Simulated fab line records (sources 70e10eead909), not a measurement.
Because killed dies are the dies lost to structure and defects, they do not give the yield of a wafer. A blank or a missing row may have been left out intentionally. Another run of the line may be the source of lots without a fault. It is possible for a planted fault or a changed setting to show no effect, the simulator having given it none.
fab line records ; flow nand-harc ; part 2 of 2: steps 25 to 30 of 30
record lots=5; wafers=15; last-day=24
route steps=1159 shown A_STAIRCASE@639
lots untouched by any fault: they come from a run of this same line in which no faults occurred
start-h: hours from the record's opening day to when the first of the lot's shown wafers began ; wait-h: hours from the lot's prior step to this one ; " as in the row above ; L1.1+2: one row covering several wafers at once ; - no value present, or no start provided ; * or withheld: withheld ; < > ~ a bound
route shown NAME@n: NAME is a module with steps in the file, n the number in the route of the first one ; usual: mean/standard deviation of fault-free wafers ; same: alike in all rows ; chamber/n: place in a boat ; sites: each site's reading ; _std_site: how widely they spread, as a standard deviation ; _edge_site: outer sites' mean less inner sites' ; radius-mm: for every site, how far away it sits from the centre of the wafer ; mask NAME#n: copy n ; behind: the most recent tool/chamber to have shaped the wafer ; hold: why the lot went on hold/how many hours it stayed there/how the hold came to an end ; device: transistor that didn't switch, given as n, p or np ; end of line: at the end of the route, the tests of the same wafers ; a step without rows: its recipe alone ; killed: count of dies lost to structure and defects at first sort (not the wafer's yield) ; map: the dies of a wafer, with x for killed, . for not killed, _ for no die there
set.NAME: the setting as run; set.NAME@STEP: as run at that earlier step ; model.NAME: the simulator's own value behind a step, which no gauge read
a table for each step, a row for each wafer; lots at some steps of the route
services: a tool's chamber out of use, with start hour (start-h, from the record's first day; less than 0 if before it), hours out, and reason
## steps
# step NHARC_A_STAIRCASE_ETCH_292
# recipe cf4-flow-sccm=100; chf3-flow-sccm=30; ar-flow-sccm=0; rf-w=500; bias-w=200; chemistry=CF4/CHF3
# usual drypump-motor-current-A=5.4/0.37; oes-product-au=0.942/0.019; rf-vpp-V=371.6/2.3; showerhead-plenum-p-Torr=1.60/0.063; throttle-valve-pct=16.801/0.009
lot.wafer;tool;chamber;start-h;wait-h;drypump-motor-current-A;oes-product-au;rf-hours-counter-h;rf-vpp-V;showerhead-plenum-p-Torr;throttle-valve-pct
L075.4;rie-diel-02;1;255.29;0.1;5.5;0.942;39;366.5;1.50;16.789
L075.3;rie-diel-02;2;255.29;0.1;5.2;0.973;39;374.3;1.69;16.813
L075.6;rie-diel-02;1;255.29;0.1;5.5;0.946;-;368.9;1.50;16.786
L080.2;rie-diel-06;3;289.21;0.1;4.7;0.940;13;372.3;1.68;16.800
L080.1;rie-diel-06;2;289.21;0.1;5.3;0.946;14;373.6;1.68;16.796
L080.6;rie-diel-06;1;289.21;0.1;5.2;0.946;-;371.9;1.59;16.808
L088.2;rie-diel-06;1;343.42;0.1;5.2;0.981;34;369.8;1.58;16.802
L088.6;rie-diel-06;0;343.42;0.1;5.0;0.944;-;374.5;1.65;16.811
L088.5;rie-diel-06;1;343.42;0.1;5.3;0.967;-;370.0;1.58;16.800
L091.4;rie-diel-06;0;347.97;0.1;5.0;0.948;32;371.9;1.65;16.800
L091.6;rie-diel-06;3;347.97;0.1;4.7;0.949;-;375.3;1.67;16.792
L091.5;rie-diel-06;0;347.97;0.1;5.0;0.956;-;373.4;1.65;16.822
L093.1;rie-diel-06;0;378.37;0.1;5.0;0.938;43;373.2;1.65;16.811
L093.3;rie-diel-06;3;378.37;0.1;4.7;0.923;48;372.9;1.67;16.803
L093.5;rie-diel-06;0;378.37;0.1;5.0;0.929;-;372.4;1.65;16.787
# step NHARC_A_STAIRCASE_HM_OPEN_460
# recipe o2-flow-sccm=400; cos-flow-sccm=20; ar-flow-sccm=0; rf-w=500; bias-w=300; chemistry=O2/COS
# usual drypump-motor-current-A=5.5/0.36; oes-product-au=1.001/0.0078; rf-vpp-V=468.5/2.7; showerhead-plenum-p-Torr=3.19/0.12; throttle-valve-pct=28.330/0.0094
lot.wafer;tool;chamber;start-h;wait-h;drypump-motor-current-A;oes-product-au;rf-hours-counter-h;rf-vpp-V;showerhead-plenum-p-Torr;throttle-valve-pct
L075.3;rie-diel-02;2;-;-;5.2;1.005;40;471.6;3.35;28.319
L075.4;rie-diel-02;1;-;-;5.5;0.990;39;465.2;2.97;28.319
L075.6;rie-diel-02;3;-;-;6.1;0.979;-;470.0;3.22;28.308
L080.1;rie-diel-06;2;-;-;5.3;1.008;14;472.7;3.33;28.326
L080.2;rie-diel-06;1;-;-;5.3;1.010;15;467.3;3.15;28.300
L080.6;rie-diel-06;2;-;-;5.3;1.011;-;472.1;3.33;28.334
L088.2;rie-diel-06;2;-;-;5.3;1.005;34;470.4;3.32;28.319
L088.6;rie-diel-06;2;-;-;5.3;0.999;-;470.0;3.32;28.311
L088.5;rie-diel-06;3;-;-;4.8;1.004;-;471.9;3.32;28.323
L091.4;rie-diel-06;0;-;-;5.0;0.992;32;472.0;3.27;28.319
L091.6;rie-diel-06;1;-;-;5.2;1.016;-;466.9;3.14;28.333
L091.5;rie-diel-06;2;-;-;5.3;1.005;-;471.3;3.32;28.342
L093.3;rie-diel-06;2;-;-;5.3;1.004;47;470.4;3.32;28.338
L093.1;rie-diel-06;0;-;-;5.0;0.995;43;469.8;3.27;28.336
L093.5;rie-diel-06;2;-;-;5.3;1.011;-;470.5;3.32;28.337
# step NHARC_A_STAIRCASE_STRIP_461
# recipe o2-flow-sccm=400; cos-flow-sccm=20; ar-flow-sccm=0; bias-w=0; chemistry=O2/COS
lot.wafer;tool;chamber;start-h;wait-h
L075.3+4+6;rie-diel-02;2,0,2;-;-
L080.2+1+6;rie-diel-06;2,3,2;-;-
L088.2+6+5;rie-diel-06;0,2,3;-;-
L091.4+5+6;rie-diel-06;0,3,0;-;-
L093.3+1+5;rie-diel-06;0,2,0;-;-
# step NHARC_A_STAIRCASE_ETCH_452
# recipe target-depth-a=300; overetch-a=30; time-s=16.5; ion-energy-ev=100; cf4-flow-sccm=80; o2-flow-sccm=20; ar-flow-sccm=0; rf-w=300; bias-w=100; chemistry=CF4/O2
# usual drypump-motor-current-A=5.5/0.38; oes-product-au=1.002/0.0077; rf-vpp-V=198.4/1.4; showerhead-plenum-p-Torr=1.36/0.054; throttle-valve-pct=13.396/0.0099
lot.wafer;tool;chamber;start-h;wait-h;drypump-motor-current-A;oes-product-au;rf-hours-counter-h;rf-vpp-V;showerhead-plenum-p-Torr;throttle-valve-pct
L075.3;rie-diel-02;2;-;-;5.1;1.010;40;199.5;1.44;13.389
L075.4;rie-diel-02;0;-;-;5.8;0.998;39;197.7;1.29;13.391
L075.6;rie-diel-02;2;-;-;5.1;1.008;-;200.7;1.44;13.391
L080.1;rie-diel-06;3;-;-;4.7;0.996;13;200.8;1.43;13.404
L080.2;rie-diel-06;2;-;-;5.3;1.007;15;199.5;1.43;13.413
L080.6;rie-diel-06;1;-;-;5.3;1.021;-;197.0;1.35;13.398
L088.2;rie-diel-06;0;-;-;5.0;1.001;30;197.6;1.40;13.402
L088.6;rie-diel-06;0;-;-;5.0;0.993;-;199.4;1.40;13.398
L088.5;rie-diel-06;1;-;-;5.2;1.006;-;198.2;1.34;13.397
L091.4;rie-diel-06;2;-;-;5.3;1.009;35;199.6;1.42;13.409
L091.6;rie-diel-06;2;-;-;5.3;1.012;-;199.0;1.42;13.391
L091.5;rie-diel-06;3;-;-;4.7;1.002;-;200.0;1.42;13.397
L093.1;rie-diel-06;0;-;-;5.0;0.989;43;198.9;1.40;13.376
L093.3;rie-diel-06;1;-;-;5.3;1.000;47;197.2;1.34;13.402
L093.5;rie-diel-06;3;-;-;4.8;0.988;-;200.2;1.42;13.392
# step NHARC_A_STAIRCASE_ETCH_294
# recipe target-depth-a=49920; time-s=1212.4; ion-energy-ev=800; c4f8-flow-sccm=80; o2-flow-sccm=60; ar-flow-sccm=withheld; rf-w=600; bias-w=3000; chemistry=C4F8/O2/Ar
# usual oes-product-au=0.937/0.012; rf-vpp-V=1832/10
lot.wafer;tool;chamber;start-h;wait-h;oes-product-au;rf-hours-counter-h;rf-vpp-V
L075.4;rie-diel-02;1;-;-;0.915;40;1813
L075.3;rie-diel-02;2;-;-;0.941;40;1846
L075.6;rie-diel-02;2;-;-;0.936;-;1845
L080.2;rie-diel-06;1;-;-;0.935;15;1828
L080.1;rie-diel-06;2;-;-;0.934;15;1843
L080.6;rie-diel-06;3;-;-;0.918;-;1844
L088.2;rie-diel-06;1;-;-;0.949;34;1829
L088.5;rie-diel-06;1;-;-;0.944;-;1830
L088.6;rie-diel-06;2;-;-;0.943;-;1844
L091.4;rie-diel-06;1;-;-;0.937;36;1828
L091.6;rie-diel-06;0;-;-;0.933;-;1838
L091.5;rie-diel-06;1;-;-;0.938;-;1828
L093.3;rie-diel-06;1;-;-;0.942;47;1828
L093.1;rie-diel-06;2;-;-;0.934;48;1843
L093.5;rie-diel-06;2;-;-;0.930;-;1843
# step NHARC_A_STAIRCASE_STRIP_295
# recipe o2-flow-sccm=500; ar-flow-sccm=0; bias-w=0; chemistry=O2
# usual drypump-motor-current-A=5.5/0.37; oes-product-au=1.002/0.0071; rf-vpp-V=58.0/0.88; showerhead-plenum-p-Torr=3.59/0.14; throttle-valve-pct=17.036/0.0085
lot.wafer;tool;chamber;start-h;wait-h;drypump-motor-current-A;oes-product-au;rf-hours-counter-h;rf-vpp-V;showerhead-plenum-p-Torr;throttle-valve-pct
L075.4;rie-diel-02;2;-;-;5.2;1.005;41;57.6;3.78;17.029
L075.3;rie-diel-02;3;-;-;6.1;0.998;38;58.5;3.64;17.049
L075.6;rie-diel-02;1;-;-;5.5;0.994;-;57.0;3.36;17.032
L080.1;rie-diel-06;2;-;-;5.3;1.010;15;58.6;3.76;17.035
L080.2;rie-diel-06;3;-;-;4.8;0.996;14;58.6;3.76;17.044
L080.6;rie-diel-06;3;-;-;4.8;0.997;-;58.6;3.76;17.039
L088.2;rie-diel-06;0;-;-;5.0;1.006;31;58.6;3.70;17.020
L088.6;rie-diel-06;3;-;-;4.8;1.007;-;56.9;3.75;17.031
L088.5;rie-diel-06;0;-;-;5.0;1.002;-;59.9;3.70;17.043
L091.4;rie-diel-06;1;-;-;5.2;1.004;36;57.7;3.54;17.038
L091.6;rie-diel-06;0;-;-;5.0;1.008;-;57.5;3.70;17.038
L091.5;rie-diel-06;1;-;-;5.2;1.001;-;56.8;3.54;17.047
L093.3;rie-diel-06;1;-;-;5.3;1.002;48;56.8;3.54;17.038
L093.1;rie-diel-06;3;-;-;4.8;0.994;49;59.8;3.74;17.041
L093.5;rie-diel-06;0;-;-;5.0;0.998;-;58.1;3.69;17.039
## services
tool;chamber;start-h;hours;kind
rie-diel-02;3;235.05;5.9;repair
rie-diel-06;-;241.85;9.0;pm
krf-scanner-01;-;242.35;0.5;repair
krf-scanner-01;-;256.00;4.0;pm
rie-diel-02;-;258.59;0.4;repair
plasma-asher-01;-;276.02;9.0;pm
rie-diel-06;0;284.88;9.7;repair
krf-scanner-04;-;285.31;0.3;repair
pecvd-04;2;285.97;3.9;repair
pecvd-03;-;292.50;13.0;pm
acl-dep-01;-;294.17;13.0;pm
rie-diel-02;2;295.62;8.8;repair
krf-scanner-04;-;298.00;4.0;pm
rie-diel-06;-;300.37;1.9;repair
rie-diel-02;-;327.83;9.0;pm
krf-scanner-03;-;328.29;1.4;repair
krf-scanner-03;-;340.00;4.0;pm
litho-track-02;-;340.00;7.0;pm
acl-dep-02;-;350.92;13.0;pm
wet-bench-01;-;351.18;8.6;repair
wet-bench-02;-;351.64;5.1;repair
wet-bench-02;-;356.78;8.0;pm
litho-track-07;-;364.00;7.0;pm
wet-bench-05;-;372.80;8.0;pm
